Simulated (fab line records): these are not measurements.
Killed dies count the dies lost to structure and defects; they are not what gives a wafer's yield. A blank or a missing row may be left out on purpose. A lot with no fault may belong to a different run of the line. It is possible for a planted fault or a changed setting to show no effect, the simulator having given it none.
Matching of chambers / flow n5 finfet / 4 sister chambers for N5_MOL_CONTACT_COAG_ETCH_105 on rie diel-02
The step etches SiARC in CF4, target depth 15.6 nm, time 26 s. 4 wafers are shown with their chamber, then 10 later ones without.

== EACH WAFER AND ITS CHAMBER ==
wafer=L085.1; chamber=1; showerhead plenum p Torr (Torr)=2.143
wafer=L092.4; chamber=2; showerhead plenum p Torr (Torr)=2.138
wafer=L093.1; chamber=3; showerhead plenum p Torr (Torr)=2.152
wafer=L093.3; chamber=0; showerhead plenum p Torr (Torr)=2.065

== WAFERS WHOSE CHAMBER IS MISSING ==
wafer=L093.4; showerhead plenum p Torr (Torr)=2.138
wafer=L094.1; showerhead plenum p Torr (Torr)=2.136
wafer=L094.5; showerhead plenum p Torr (Torr)=2.150
wafer=L094.6; showerhead plenum p Torr (Torr)=2.136
wafer=L095.2; showerhead plenum p Torr (Torr)=2.150
wafer=L095.5; showerhead plenum p Torr (Torr)=2.136
wafer=L095.6; showerhead plenum p Torr (Torr)=2.151
wafer=L097.1; showerhead plenum p Torr (Torr)=2.149
wafer=L097.2; showerhead plenum p Torr (Torr)=2.135
wafer=L097.4; showerhead plenum p Torr (Torr)=2.135

== EACH ONE'S CHAMBER ==
wafer=L093.4; from the rows above=2; in truth=2
wafer=L094.1; from the rows above=2; in truth=2
wafer=L094.5; from the rows above=3; in truth=3
wafer=L094.6; from the rows above=2; in truth=2
wafer=L095.2; from the rows above=3; in truth=3
wafer=L095.5; from the rows above=2; in truth=2
wafer=L095.6; from the rows above=3; in truth=3
wafer=L097.1; from the rows above=can't be placed: 3 or 1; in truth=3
wafer=L097.2; from the rows above=2; in truth=2
wafer=L097.4; from the rows above=2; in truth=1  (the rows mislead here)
Correct placement for 8 of the 10. Can't be placed from these rows: 1 (the true chamber is among the candidates in 1). Number placed wrongly: 1.
How it was worked out, from the rows above alone: a wafer's distance from a chamber is the root of the sum, over the readings, of the square of ((its reading less the chamber's mean) divided by the reading's scatter). If the next closest chamber is less than 2 further off than the closest, the wafer can't be placed; otherwise it belongs to the closest. Each chamber's mean is taken over the wafers shown for it. The scatter (one wafer shown for each chamber): square how far every hidden wafer sits from the nearest shown wafer, average those squares and take the square root.
